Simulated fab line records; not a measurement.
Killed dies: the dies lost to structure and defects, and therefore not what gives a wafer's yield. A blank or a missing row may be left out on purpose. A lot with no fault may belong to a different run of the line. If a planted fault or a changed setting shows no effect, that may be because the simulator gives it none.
fab line records || flow n5Finfet
[record] {"lots": 12, "wafers": 36, "lastDay": 18}
route steps=1938 shown BEOL_M8@1390 BEOL_M9@1405 PASSIVATION@1936
lots with no fault: from the same line, run without faults
startH: hours from the record's opening day to when the first of the lot's shown wafers began || waitH: time in hours since the lot's previous step || " same as the row above || L1.1+2: a row that stands for several wafers || - either no value or no given start || * or withheld: withheld || < > ~ a bound
route shown NAME@n: names a module that has steps shown in the file, with the first one's number in the route || usual: mean/standard deviation of fault-free wafers || same: alike in all rows || chamber/n: place in a boat || sites: each site's reading || _std_site: standard deviation across them || _edge_site: the outer-site mean with the inner-site mean subtracted || radiusMm: for every site, how far away it sits from the centre of the wafer || mask NAME#n: copy n || behind: tool/chamber where the wafer was last shaped || hold: cause of the lot's hold/its duration in hours/its outcome || device: the n, p or np transistor that did not switch || end of line: tests of these same wafers at the route's end || a step given without rows: its recipe and nothing more || killed: at the first sort, the dies lost to defects and structure; wafer yield is something else || map: a wafer's dies, marking killed ones x, the rest . and places with no die _
set.NAME: the setting the step ran with; set.NAME@STEP: the setting that earlier step ran with || model.NAME: the simulator's own value behind a step, which no gauge read
the route's steps for a sample of lots (tables are steps, rows are wafers)
services: when a tool's chamber went out of use (startH, in hours from the record's first day, below 0 if earlier), for how many hours, and the reason
[[steps]]
[step N5_BEOL_M8_SURFACE_TREAT_79]
[recipe] {"gas": "Ar", "timeS": "*", "ionEnergyEv": "*", "ionCurrentMaCm2": 0.5, "pressureMtorr": "*", "arFlowSccm": 30}
[usual] {"throttleValvePct": "*"}
{"lot.wafer": "L371.2", "tool": "pvdSputter-02", "chamber": "-", "startH": 202.36, "waitH": 0.4, "throttleValvePct": "*"}
{"lot.wafer": "L371.3", "tool": "pvdSputter-02", "chamber": "-", "startH": 202.36, "waitH": 0.4, "throttleValvePct": "*"}
{"lot.wafer": "L371.4", "tool": "pvdSputter-02", "chamber": "-", "startH": 202.36, "waitH": 0.4, "throttleValvePct": "*"}
{"lot.wafer": "L372.1", "tool": "pvdSputter-03", "chamber": "-", "startH": 206.37, "waitH": 0.2, "throttleValvePct": "*"}
{"lot.wafer": "L372.2", "tool": "pvdSputter-03", "chamber": "-", "startH": 206.37, "waitH": 0.2, "throttleValvePct": "*"}
{"lot.wafer": "L372.3", "tool": "pvdSputter-03", "chamber": "-", "startH": 206.37, "waitH": 0.2, "throttleValvePct": "*"}
{"lot.wafer": "L373.1", "tool": "pvdSputter-02", "chamber": "-", "startH": 210.98, "waitH": 0.6, "throttleValvePct": "*"}
{"lot.wafer": "L373.2", "tool": "pvdSputter-02", "chamber": "-", "startH": 210.98, "waitH": 0.6, "throttleValvePct": "*"}
{"lot.wafer": "L373.5", "tool": "pvdSputter-02", "chamber": "-", "startH": 210.98, "waitH": 0.6, "throttleValvePct": "*"}
{"lot.wafer": "L374.3", "tool": "pvdSputter-03", "chamber": "-", "startH": 218.26, "waitH": 0.2, "throttleValvePct": "*"}
{"lot.wafer": "L374.4", "tool": "pvdSputter-03", "chamber": "-", "startH": 218.26, "waitH": 0.2, "throttleValvePct": "*"}
{"lot.wafer": "L374.6", "tool": "pvdSputter-03", "chamber": "-", "startH": 218.26, "waitH": 0.2, "throttleValvePct": "*"}
{"lot.wafer": "L375.4", "tool": "pvdSputter-01", "chamber": "-", "startH": 228.25, "waitH": 0.3, "throttleValvePct": "*"}
{"lot.wafer": "L375.5", "tool": "pvdSputter-01", "chamber": "-", "startH": 228.25, "waitH": 0.3, "throttleValvePct": "*"}
{"lot.wafer": "L375.6", "tool": "pvdSputter-01", "chamber": "-", "startH": 228.25, "waitH": 0.3, "throttleValvePct": "*"}
{"lot.wafer": "L377.1", "tool": "pvdSputter-03", "chamber": "-", "startH": 237.24, "waitH": 0.2, "throttleValvePct": "*"}
{"lot.wafer": "L377.3", "tool": "pvdSputter-03", "chamber": "-", "startH": 237.24, "waitH": 0.2, "throttleValvePct": "*"}
{"lot.wafer": "L377.4", "tool": "pvdSputter-03", "chamber": "-", "startH": 237.24, "waitH": 0.2, "throttleValvePct": "*"}
{"lot.wafer": "L385.1", "tool": "pvdSputter-03", "chamber": "-", "startH": 291.93, "waitH": 0.3, "throttleValvePct": "*"}
{"lot.wafer": "L385.4", "tool": "pvdSputter-03", "chamber": "-", "startH": 291.93, "waitH": 0.3, "throttleValvePct": "*"}
{"lot.wafer": "L385.5", "tool": "pvdSputter-03", "chamber": "-", "startH": 291.93, "waitH": 0.3, "throttleValvePct": "*"}
{"lot.wafer": "L387.2", "tool": "pvdSputter-03", "chamber": "-", "startH": 292.05, "waitH": 0.2, "throttleValvePct": "*"}
{"lot.wafer": "L387.3", "tool": "pvdSputter-03", "chamber": "-", "startH": 292.05, "waitH": 0.2, "throttleValvePct": "*"}
{"lot.wafer": "L387.5", "tool": "pvdSputter-03", "chamber": "-", "startH": 292.05, "waitH": 0.2, "throttleValvePct": "*"}
{"lot.wafer": "L386.2", "tool": "pvdSputter-01", "chamber": "-", "startH": 301.00, "waitH": 0.4, "throttleValvePct": "*"}
{"lot.wafer": "L386.3", "tool": "pvdSputter-01", "chamber": "-", "startH": 301.00, "waitH": 0.4, "throttleValvePct": "*"}
{"lot.wafer": "L386.6", "tool": "pvdSputter-01", "chamber": "-", "startH": 301.00, "waitH": 0.4, "throttleValvePct": "*"}
{"lot.wafer": "L388.1", "tool": "pvdSputter-02", "chamber": "-", "startH": 302.13, "waitH": 0.2, "throttleValvePct": "*"}
{"lot.wafer": "L388.4", "tool": "pvdSputter-02", "chamber": "-", "startH": 302.13, "waitH": 0.2, "throttleValvePct": "*"}
{"lot.wafer": "L388.5", "tool": "pvdSputter-02", "chamber": "-", "startH": 302.13, "waitH": 0.2, "throttleValvePct": "*"}
{"lot.wafer": "L393.1", "tool": "pvdSputter-02", "chamber": "-", "startH": 348.74, "waitH": 2.0, "throttleValvePct": "*"}
{"lot.wafer": "L393.2", "tool": "pvdSputter-02", "chamber": "-", "startH": 348.74, "waitH": 2.0, "throttleValvePct": "*"}
{"lot.wafer": "L393.4", "tool": "pvdSputter-02", "chamber": "-", "startH": 348.74, "waitH": 2.0, "throttleValvePct": "*"}
{"lot.wafer": "L394.2", "tool": "pvdSputter-03", "chamber": "-", "startH": 356.16, "waitH": 1.8, "throttleValvePct": "*"}
{"lot.wafer": "L394.4", "tool": "pvdSputter-03", "chamber": "-", "startH": 356.16, "waitH": 1.8, "throttleValvePct": "*"}
{"lot.wafer": "L394.5", "tool": "pvdSputter-03", "chamber": "-", "startH": 356.16, "waitH": 1.8, "throttleValvePct": "*"}
[step N5_BEOL_M8_SPUTTER_48]
[recipe] {"material": "Cu", "targetThkA": 100, "tempC": -20, "biasV": 60, "powerW": 26000, "chamberPressurePa": 0.13, "timeS": 1.667}
[usual] {"chuckGasFlowSccm": "1.26/0.053", "throttleValvePct": "30.3/1.2"}
{"lot.wafer": "L371.2", "tool": "pvdSputter-01", "chamber": "-", "startH": 202.57, "waitH": 0.1, "chuckGasFlowSccm": 1.24, "throttleValvePct": 30.0}
{"lot.wafer": "L371.3", "tool": "pvdSputter-01", "chamber": "-", "startH": 202.57, "waitH": 0.1, "chuckGasFlowSccm": 1.34, "throttleValvePct": 29.7}
{"lot.wafer": "L371.4", "tool": "pvdSputter-01", "chamber": "-", "startH": 202.57, "waitH": 0.1, "chuckGasFlowSccm": 1.30, "throttleValvePct": 30.8}
{"lot.wafer": "L372.1", "tool": "pvdSputter-01", "chamber": "-", "startH": 206.93, "waitH": 0.4, "chuckGasFlowSccm": 1.35, "throttleValvePct": 29.6}
{"lot.wafer": "L372.2", "tool": "pvdSputter-01", "chamber": "-", "startH": 206.93, "waitH": 0.4, "chuckGasFlowSccm": 1.31, "throttleValvePct": 30.7}
{"lot.wafer": "L372.3", "tool": "pvdSputter-01", "chamber": "-", "startH": 206.93, "waitH": 0.4, "chuckGasFlowSccm": 1.27, "throttleValvePct": 29.5}
{"lot.wafer": "L373.1", "tool": "pvdSputter-02", "chamber": "-", "startH": 211.22, "waitH": 0.1, "chuckGasFlowSccm": 1.26, "throttleValvePct": 30.1}
{"lot.wafer": "L373.2", "tool": "pvdSputter-02", "chamber": "-", "startH": 211.22, "waitH": 0.1, "chuckGasFlowSccm": 1.33, "throttleValvePct": 27.9}
{"lot.wafer": "L373.5", "tool": "pvdSputter-02", "chamber": "-", "startH": 211.22, "waitH": 0.1, "chuckGasFlowSccm": 1.30, "throttleValvePct": 32.9}
{"lot.wafer": "L374.3", "tool": "pvdSputter-02", "chamber": "-", "startH": 218.49, "waitH": 0.1, "chuckGasFlowSccm": 1.25, "throttleValvePct": 30.6}
{"lot.wafer": "L374.4", "tool": "pvdSputter-02", "chamber": "-", "startH": 218.49, "waitH": 0.1, "chuckGasFlowSccm": 1.26, "throttleValvePct": 33.1}
{"lot.wafer": "L374.6", "tool": "pvdSputter-02", "chamber": "-", "startH": 218.49, "waitH": 0.1, "chuckGasFlowSccm": 1.23, "throttleValvePct": 30.5}
{"lot.wafer": "L375.4", "tool": "pvdSputter-01", "chamber": "-", "startH": 228.45, "waitH": 0.0, "chuckGasFlowSccm": 1.27, "throttleValvePct": 30.8}
{"lot.wafer": "L375.5", "tool": "pvdSputter-01", "chamber": "-", "startH": 228.45, "waitH": 0.0, "chuckGasFlowSccm": 1.27, "throttleValvePct": 29.6}
{"lot.wafer": "L375.6", "tool": "pvdSputter-01", "chamber": "-", "startH": 228.45, "waitH": 0.0, "chuckGasFlowSccm": 1.23, "throttleValvePct": 30.4}
{"lot.wafer": "L377.1", "tool": "pvdSputter-03", "chamber": "-", "startH": 237.44, "waitH": 0.1, "chuckGasFlowSccm": 1.29, "throttleValvePct": 28.7}
{"lot.wafer": "L377.3", "tool": "pvdSputter-03", "chamber": "-", "startH": 237.44, "waitH": 0.1, "chuckGasFlowSccm": 1.28, "throttleValvePct": 30.5}
{"lot.wafer": "L377.4", "tool": "pvdSputter-03", "chamber": "-", "startH": 237.44, "waitH": 0.1, "chuckGasFlowSccm": 1.33, "throttleValvePct": 29.9}
{"lot.wafer": "L385.1", "tool": "pvdSputter-03", "chamber": "-", "startH": 292.61, "waitH": 0.3, "chuckGasFlowSccm": 1.25, "throttleValvePct": 30.0}
{"lot.wafer": "L385.4", "tool": "pvdSputter-03", "chamber": "-", "startH": 292.61, "waitH": 0.3, "chuckGasFlowSccm": 1.22, "throttleValvePct": 30.8}
{"lot.wafer": "L385.5", "tool": "pvdSputter-03", "chamber": "-", "startH": 292.61, "waitH": 0.3, "chuckGasFlowSccm": 1.26, "throttleValvePct": 30.7}
{"lot.wafer": "L387.2", "tool": "pvdSputter-01", "chamber": "-", "startH": 293.64, "waitH": 1.2, "chuckGasFlowSccm": 1.30, "throttleValvePct": 29.8}
{"lot.wafer": "L387.3", "tool": "pvdSputter-01", "chamber": "-", "startH": 293.64, "waitH": 1.2, "chuckGasFlowSccm": 1.29, "throttleValvePct": 29.7}
{"lot.wafer": "L387.5", "tool": "pvdSputter-01", "chamber": "-", "startH": 293.64, "waitH": 1.2, "chuckGasFlowSccm": 1.19, "throttleValvePct": 30.6}
{"lot.wafer": "L386.2", "tool": "pvdSputter-01", "chamber": "-", "startH": 301.30, "waitH": 0.2, "chuckGasFlowSccm": 1.22, "throttleValvePct": 29.6}
{"lot.wafer": "L386.3", "tool": "pvdSputter-01", "chamber": "-", "startH": 301.30, "waitH": 0.2, "chuckGasFlowSccm": 1.30, "throttleValvePct": 29.6}
{"lot.wafer": "L386.6", "tool": "pvdSputter-01", "chamber": "-", "startH": 301.30, "waitH": 0.2, "chuckGasFlowSccm": 1.15, "throttleValvePct": 30.7}
{"lot.wafer": "L388.1", "tool": "pvdSputter-01", "chamber": "-", "startH": 302.34, "waitH": 0.1, "chuckGasFlowSccm": 1.32, "throttleValvePct": 30.6}
{"lot.wafer": "L388.4", "tool": "pvdSputter-01", "chamber": "-", "startH": 302.34, "waitH": 0.1, "chuckGasFlowSccm": 1.20, "throttleValvePct": 29.8}
{"lot.wafer": "L388.5", "tool": "pvdSputter-01", "chamber": "-", "startH": 302.34, "waitH": 0.1, "chuckGasFlowSccm": 1.26, "throttleValvePct": 29.8}
{"lot.wafer": "L393.1", "tool": "pvdSputter-02", "chamber": "-", "startH": 349.06, "waitH": 0.2, "chuckGasFlowSccm": 1.20, "throttleValvePct": 30.6}
{"lot.wafer": "L393.2", "tool": "pvdSputter-02", "chamber": "-", "startH": 349.06, "waitH": 0.2, "chuckGasFlowSccm": 1.38, "throttleValvePct": 32.9}
{"lot.wafer": "L393.4", "tool": "pvdSputter-02", "chamber": "-", "startH": 349.06, "waitH": 0.2, "chuckGasFlowSccm": 1.21, "throttleValvePct": 27.9}
{"lot.wafer": "L394.2", "tool": "pvdSputter-03", "chamber": "-", "startH": 356.42, "waitH": 0.2, "chuckGasFlowSccm": 1.29, "throttleValvePct": 30.8}
{"lot.wafer": "L394.4", "tool": "pvdSputter-03", "chamber": "-", "startH": 356.42, "waitH": 0.2, "chuckGasFlowSccm": 1.28, "throttleValvePct": 29.9}
{"lot.wafer": "L394.5", "tool": "pvdSputter-03", "chamber": "-", "startH": 356.42, "waitH": 0.2, "chuckGasFlowSccm": 1.21, "throttleValvePct": 30.5}
[step N5_BEOL_M9_HM_DEP_02]
[recipe] {"material": "TiN", "targetThkA": 200, "tempC": 25, "chamberPressurePa": 0.49996}
[usual] {"throttleValvePct": "30.2/1.2"}
{"lot.wafer": "L371.2", "tool": "pvdSputter-02", "chamber": "-", "startH": 205.22, "waitH": 0.9, "throttleValvePct": 28.1}
{"lot.wafer": "L371.3", "tool": "pvdSputter-02", "chamber": "-", "startH": 205.22, "waitH": 0.9, "throttleValvePct": 32.8}
{"lot.wafer": "L371.4", "tool": "pvdSputter-02", "chamber": "-", "startH": 205.22, "waitH": 0.9, "throttleValvePct": 30.3}
{"lot.wafer": "L372.1", "tool": "pvdSputter-02", "chamber": "-", "startH": 211.02, "waitH": 1.8, "throttleValvePct": 27.8}
{"lot.wafer": "L372.2", "tool": "pvdSputter-02", "chamber": "-", "startH": 211.02, "waitH": 1.8, "throttleValvePct": 33.1}
{"lot.wafer": "L372.3", "tool": "pvdSputter-02", "chamber": "-", "startH": 211.02, "waitH": 1.8, "throttleValvePct": 29.9}
{"lot.wafer": "L373.1", "tool": "pvdSputter-03", "chamber": "-", "startH": 214.90, "waitH": 1.5, "throttleValvePct": 30.5}
{"lot.wafer": "L373.2", "tool": "pvdSputter-03", "chamber": "-", "startH": 214.90, "waitH": 1.5, "throttleValvePct": 29.8}
{"lot.wafer": "L373.5", "tool": "pvdSputter-03", "chamber": "-", "startH": 214.90, "waitH": 1.5, "throttleValvePct": 30.5}
{"lot.wafer": "L374.3", "tool": "pvdSputter-02", "chamber": "-", "startH": 221.85, "waitH": 1.2, "throttleValvePct": 28.0}
{"lot.wafer": "L374.4", "tool": "pvdSputter-02", "chamber": "-", "startH": 221.85, "waitH": 1.2, "throttleValvePct": 33.3}
{"lot.wafer": "L374.6", "tool": "pvdSputter-02", "chamber": "-", "startH": 221.85, "waitH": 1.2, "throttleValvePct": 30.0}
{"lot.wafer": "L375.4", "tool": "pvdSputter-01", "chamber": "-", "startH": 231.57, "waitH": 0.4, "throttleValvePct": 30.9}
{"lot.wafer": "L375.5", "tool": "pvdSputter-01", "chamber": "-", "startH": 231.57, "waitH": 0.4, "throttleValvePct": 29.8}
{"lot.wafer": "L375.6", "tool": "pvdSputter-01", "chamber": "-", "startH": 231.57, "waitH": 0.4, "throttleValvePct": 30.0}
{"lot.wafer": "L377.1", "tool": "pvdSputter-01", "chamber": "-", "startH": 241.12, "waitH": 1.5, "throttleValvePct": 29.7}
{"lot.wafer": "L377.3", "tool": "pvdSputter-01", "chamber": "-", "startH": 241.12, "waitH": 1.5, "throttleValvePct": 30.9}
{"lot.wafer": "L377.4", "tool": "pvdSputter-01", "chamber": "-", "startH": 241.12, "waitH": 1.5, "throttleValvePct": 29.6}
{"lot.wafer": "L385.1", "tool": "pvdSputter-02", "chamber": "-", "startH": 296.05, "waitH": 1.3, "throttleValvePct": 30.4}
{"lot.wafer": "L385.4", "tool": "pvdSputter-02", "chamber": "-", "startH": 296.05, "waitH": 1.3, "throttleValvePct": 27.9}
{"lot.wafer": "L385.5", "tool": "pvdSputter-02", "chamber": "-", "startH": 296.05, "waitH": 1.3, "throttleValvePct": 30.2}
{"lot.wafer": "L387.2", "tool": "pvdSputter-01", "chamber": "-", "startH": 296.16, "waitH": 0.4, "throttleValvePct": 29.7}
{"lot.wafer": "L387.3", "tool": "pvdSputter-01", "chamber": "-", "startH": 296.16, "waitH": 0.4, "throttleValvePct": 29.9}
{"lot.wafer": "L387.5", "tool": "pvdSputter-01", "chamber": "-", "startH": 296.16, "waitH": 0.4, "throttleValvePct": 29.9}
{"lot.wafer": "L386.2", "tool": "pvdSputter-03", "chamber": "-", "startH": 302.98, "waitH": 0.0, "throttleValvePct": 30.5}
{"lot.wafer": "L386.3", "tool": "pvdSputter-03", "chamber": "-", "startH": 302.98, "waitH": 0.0, "throttleValvePct": 29.0}
{"lot.wafer": "L386.6", "tool": "pvdSputter-03", "chamber": "-", "startH": 302.98, "waitH": 0.0, "throttleValvePct": 28.8}
{"lot.wafer": "L388.1", "tool": "pvdSputter-03", "chamber": "-", "startH": 305.38, "waitH": 1.0, "throttleValvePct": 29.3}
{"lot.wafer": "L388.4", "tool": "pvdSputter-03", "chamber": "-", "startH": 305.38, "waitH": 1.0, "throttleValvePct": 30.6}
{"lot.wafer": "L388.5", "tool": "pvdSputter-03", "chamber": "-", "startH": 305.38, "waitH": 1.0, "throttleValvePct": 28.9}
{"lot.wafer": "L393.1", "tool": "pvdSputter-01", "chamber": "-", "startH": 352.08, "waitH": 0.7, "throttleValvePct": 31.0}
{"lot.wafer": "L393.2", "tool": "pvdSputter-01", "chamber": "-", "startH": 352.08, "waitH": 0.7, "throttleValvePct": 29.6}
{"lot.wafer": "L393.4", "tool": "pvdSputter-01", "chamber": "-", "startH": 352.08, "waitH": 0.7, "throttleValvePct": 30.8}
{"lot.wafer": "L394.2", "tool": "pvdSputter-03", "chamber": "-", "startH": 360.36, "waitH": 2.3, "throttleValvePct": 30.0}
{"lot.wafer": "L394.4", "tool": "pvdSputter-03", "chamber": "-", "startH": 360.36, "waitH": 2.3, "throttleValvePct": 29.0}
{"lot.wafer": "L394.5", "tool": "pvdSputter-03", "chamber": "-", "startH": 360.36, "waitH": 2.3, "throttleValvePct": 28.8}
[step N5_BEOL_M9_COAT_59]
[recipe] {"resist": "SOC", "tempC": 250, "timeS": 60, "spinRpm": 1500, "resistThkNm": 100}
[usual] {"spinSpeedRpm": "1500.1/0.97"}
{"lot.wafer": "L371.2", "tool": "lithoTrack-05", "chamber": 0, "startH": 205.34, "waitH": 0.1, "spinSpeedRpm": 1501.4}
{"lot.wafer": "L371.3", "tool": "lithoTrack-05", "chamber": 0, "startH": 205.34, "waitH": 0.1, "spinSpeedRpm": 1499.8}
{"lot.wafer": "L371.4", "tool": "lithoTrack-05", "chamber": 0, "startH": 205.34, "waitH": 0.1, "spinSpeedRpm": 1500.2}
{"lot.wafer": "L372.1", "tool": "lithoTrack-02", "chamber": 0, "startH": 211.14, "waitH": 0.1, "spinSpeedRpm": 1498.7}
{"lot.wafer": "L372.2", "tool": "lithoTrack-02", "chamber": 0, "startH": 211.14, "waitH": 0.1, "spinSpeedRpm": 1499.1}
{"lot.wafer": "L372.3", "tool": "lithoTrack-02", "chamber": 0, "startH": 211.14, "waitH": 0.1, "spinSpeedRpm": 1500.1}
{"lot.wafer": "L373.1", "tool": "lithoTrack-03", "chamber": 0, "startH": 215.03, "waitH": 0.1, "spinSpeedRpm": 1501.2}
{"lot.wafer": "L373.2", "tool": "lithoTrack-03", "chamber": 0, "startH": 215.03, "waitH": 0.1, "spinSpeedRpm": 1499.6}
{"lot.wafer": "L373.5", "tool": "lithoTrack-03", "chamber": 0, "startH": 215.03, "waitH": 0.1, "spinSpeedRpm": 1499.1}
{"lot.wafer": "L374.3", "tool": "lithoTrack-02", "chamber": 0, "startH": 221.99, "waitH": 0.1, "spinSpeedRpm": 1498.6}
{"lot.wafer": "L374.4", "tool": "lithoTrack-02", "chamber": 0, "startH": 221.99, "waitH": 0.1, "spinSpeedRpm": 1500.5}
{"lot.wafer": "L374.6", "tool": "lithoTrack-02", "chamber": 0, "startH": 221.99, "waitH": 0.1, "spinSpeedRpm": 1499.3}
{"lot.wafer": "L375.4", "tool": "lithoTrack-05", "chamber": 0, "startH": 231.69, "waitH": 0.1, "spinSpeedRpm": 1500.7}
{"lot.wafer": "L375.5", "tool": "lithoTrack-05", "chamber": 0, "startH": 231.69, "waitH": 0.1, "spinSpeedRpm": 1498.3}
{"lot.wafer": "L375.6", "tool": "lithoTrack-05", "chamber": 0, "startH": 231.69, "waitH": 0.1, "spinSpeedRpm": 1499.7}
{"lot.wafer": "L377.1", "tool": "lithoTrack-05", "chamber": 0, "startH": 241.25, "waitH": 0.1, "spinSpeedRpm": 1499.7}
{"lot.wafer": "L377.3", "tool": "lithoTrack-05", "chamber": 0, "startH": 241.25, "waitH": 0.1, "spinSpeedRpm": 1501.6}
{"lot.wafer": "L377.4", "tool": "lithoTrack-05", "chamber": 0, "startH": 241.25, "waitH": 0.1, "spinSpeedRpm": 1502.3}
{"lot.wafer": "L385.1", "tool": "lithoTrack-05", "chamber": 0, "startH": 296.17, "waitH": 0.1, "spinSpeedRpm": 1548.2}
{"lot.wafer": "L385.4", "tool": "lithoTrack-05", "chamber": 0, "startH": 296.17, "waitH": 0.1, "spinSpeedRpm": 1550.0}
{"lot.wafer": "L385.5", "tool": "lithoTrack-05", "chamber": 0, "startH": 296.17, "waitH": 0.1, "spinSpeedRpm": 1549.2}
{"lot.wafer": "L387.2", "tool": "lithoTrack-02", "chamber": 0, "startH": 296.28, "waitH": 0.1, "spinSpeedRpm": 1500.6}
{"lot.wafer": "L387.3", "tool": "lithoTrack-02", "chamber": 0, "startH": 296.28, "waitH": 0.1, "spinSpeedRpm": 1499.0}
{"lot.wafer": "L387.5", "tool": "lithoTrack-02", "chamber": 0, "startH": 296.28, "waitH": 0.1, "spinSpeedRpm": 1499.8}
{"lot.wafer": "L386.2", "tool": "lithoTrack-05", "chamber": 0, "startH": 303.11, "waitH": 0.1, "spinSpeedRpm": 1547.8}
{"lot.wafer": "L386.3", "tool": "lithoTrack-05", "chamber": 0, "startH": 303.11, "waitH": 0.1, "spinSpeedRpm": 1548.8}
{"lot.wafer": "L386.6", "tool": "lithoTrack-05", "chamber": 0, "startH": 303.11, "waitH": 0.1, "spinSpeedRpm": 1547.9}
{"lot.wafer": "L388.1", "tool": "lithoTrack-03", "chamber": 0, "startH": 305.51, "waitH": 0.1, "spinSpeedRpm": 1500.8}
{"lot.wafer": "L388.4", "tool": "lithoTrack-03", "chamber": 0, "startH": 305.51, "waitH": 0.1, "spinSpeedRpm": 1498.3}
{"lot.wafer": "L388.5", "tool": "lithoTrack-03", "chamber": 0, "startH": 305.51, "waitH": 0.1, "spinSpeedRpm": 1500.1}
{"lot.wafer": "L393.1", "tool": "lithoTrack-03", "chamber": 0, "startH": 352.21, "waitH": 0.1, "spinSpeedRpm": 1500.1}
{"lot.wafer": "L393.2", "tool": "lithoTrack-03", "chamber": 0, "startH": 352.21, "waitH": 0.1, "spinSpeedRpm": 1501.5}
{"lot.wafer": "L393.4", "tool": "lithoTrack-03", "chamber": 0, "startH": 352.21, "waitH": 0.1, "spinSpeedRpm": 1499.9}
{"lot.wafer": "L394.2", "tool": "lithoTrack-02", "chamber": 0, "startH": 360.48, "waitH": 0.1, "spinSpeedRpm": 1499.9}
{"lot.wafer": "L394.4", "tool": "lithoTrack-02", "chamber": 0, "startH": 360.48, "waitH": 0.1, "spinSpeedRpm": 1499.2}
{"lot.wafer": "L394.5", "tool": "lithoTrack-02", "chamber": 0, "startH": 360.48, "waitH": 0.1, "spinSpeedRpm": 1499.1}
[step N5_PASSIVATION_PROBE_49]
[usual] {"defectLimitedYield": "91.4/1.6", "killed_at_M0_to_M3": "34/12", "killed_at_M4_up": "13/5.2", "killedAtContacts": "11/5.5", "killedAtFrontEnd": "40/13", "killedAtOther": "3.4/2.7", "killedDies": "102/19", "killedOpen": "66/15", "killedShort": "33/7.9", "sort_bin_5_function": "5.1/1.1", "sort_bin_6_memory": "3.2/0.7", "sortNPass": "1078/19", "sortYieldPct": "91.4/1.6"}
[same] {"grossDies": 1180, "killedAtBackSide": 0, "sort_bin_4_leakage[%]": 0, "sort_bin_8_speed[%]": 0}
{"lot.wafer": "L387.2", "tool": "prober-02", "chamber": "-", "startH": 371.83, "waitH": 0.1, "defectLimitedYield[%]": 93.5, "killed_at_M0_to_M3": 25, "killed_at_M4_up": 11, "killedAtContacts": 9, "killedAtFrontEnd": 32, "killedAtOther": 0, "killedDies": 77, "killedOpen": 45, "killedShort": 31, "sort_bin_5_function[%]": 2.6, "sort_bin_6_memory[%]": 3.5, "sortNPass": 1103, "sortYieldPct[%]": 93.5}
{"lot.wafer": "L387.3", "tool": "prober-02", "chamber": "-", "startH": 371.88, "waitH": 0.1, "defectLimitedYield[%]": 92.5, "killed_at_M0_to_M3": 21, "killed_at_M4_up": 11, "killedAtContacts": 15, "killedAtFrontEnd": 40, "killedAtOther": 2, "killedDies": 89, "killedOpen": 55, "killedShort": 30, "sort_bin_5_function[%]": 4.2, "sort_bin_6_memory[%]": 2.9, "sortNPass": 1091, "sortYieldPct[%]": 92.5}
{"lot.wafer": "L387.5", "tool": "prober-02", "chamber": "-", "startH": 371.98, "waitH": 0.2, "defectLimitedYield[%]": 93.1, "killed_at_M0_to_M3": 34, "killed_at_M4_up": 3, "killedAtContacts": 11, "killedAtFrontEnd": 33, "killedAtOther": 0, "killedDies": 81, "killedOpen": 53, "killedShort": 28, "sort_bin_5_function[%]": 4.4, "sort_bin_6_memory[%]": 2.4, "sortNPass": 1099, "sortYieldPct[%]": 93.1}
// killed by level:class
L387.2 FIN_SAQP:geometricParticle:short=9 FIN_SAQP:geometricParticle:open=9 MOL_CONTACT_COAG:geometricParticle:open=9 BEOL_M0_SAQP:geometricParticle:short=6 BEOL_M0:geometricParticle:open=5 STARTING-WAFER:geometricParticle:open=4 BEOL_M2:geometricParticle:short=4 DUMMY_GATE:geometricParticle:short=3
L387.3 MOL_CONTACT_COAG:geometricParticle:open=12 FIN_SAQP:geometricParticle:open=11 STI_FIN_REVEAL:geometricParticle:open=5 BEOL_M0_SAQP:geometricParticle:short=5 DUMMY_GATE:geometricParticle:open=4 DUMMY_GATE:geometricParticle:short=4 BEOL_M6:geometricParticle:open=4 HKMG_FIN:areaEtch=4
L387.5 FIN_SAQP:geometricParticle:open=10 MOL_CONTACT_COAG:geometricParticle:open=8 BEOL_M0_SAQP:geometricParticle:open=7 BEOL_M3:geometricParticle:open=6 FIN_SAQP:geometricParticle:short=5 BEOL_M0_SAQP:geometricParticle:short=5 BEOL_M0:geometricParticle:open=5 GATE_CUT:geometricParticle:short=4
[[services]]
{"tool": "lithoTrack-02", "chamber": "-", "startH": 268.85, "hours": "-", "kind": "consumableReplace:filter"}
{"tool": "lithoTrack-03", "chamber": "-", "startH": 298.21, "hours": "-", "kind": "consumableReplace:filter"}
{"tool": "lithoTrack-05", "chamber": "-", "startH": 303.09, "hours": "-", "kind": "consumableReplace:filter"}
{"tool": "pvdSputter-02", "chamber": "-", "startH": 335.43, "hours": 2.0, "kind": "repair"}
[[key]]
[firstSign] {"step": "N5_BEOL_M9_COAT_59", "reading": "spinSpeedRpm", "direction": "up", "sigmas": 50, "usual": "*", "struck": "*"}
effect none on later readings
metAt N5_BEOL_M9_COAT_59
struckLots L385,L386
notActingAt N5_BEOL_M8_SURFACE_TREAT_79,N5_BEOL_M8_SPUTTER_48,N5_BEOL_M9_HM_DEP_02
onsetBetween 241.25 296.17
[fault] {"kind": "processParameterDrift", "tool": "lithoTrack-05", "chamber": "-", "onsetH": 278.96, "steps": "N5_BEOL_M9_COAT_59", "channel": "spinRpm", "offset": "*", "shape": "step", "endH": 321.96, "actsIn": "*", "stated": "*"}
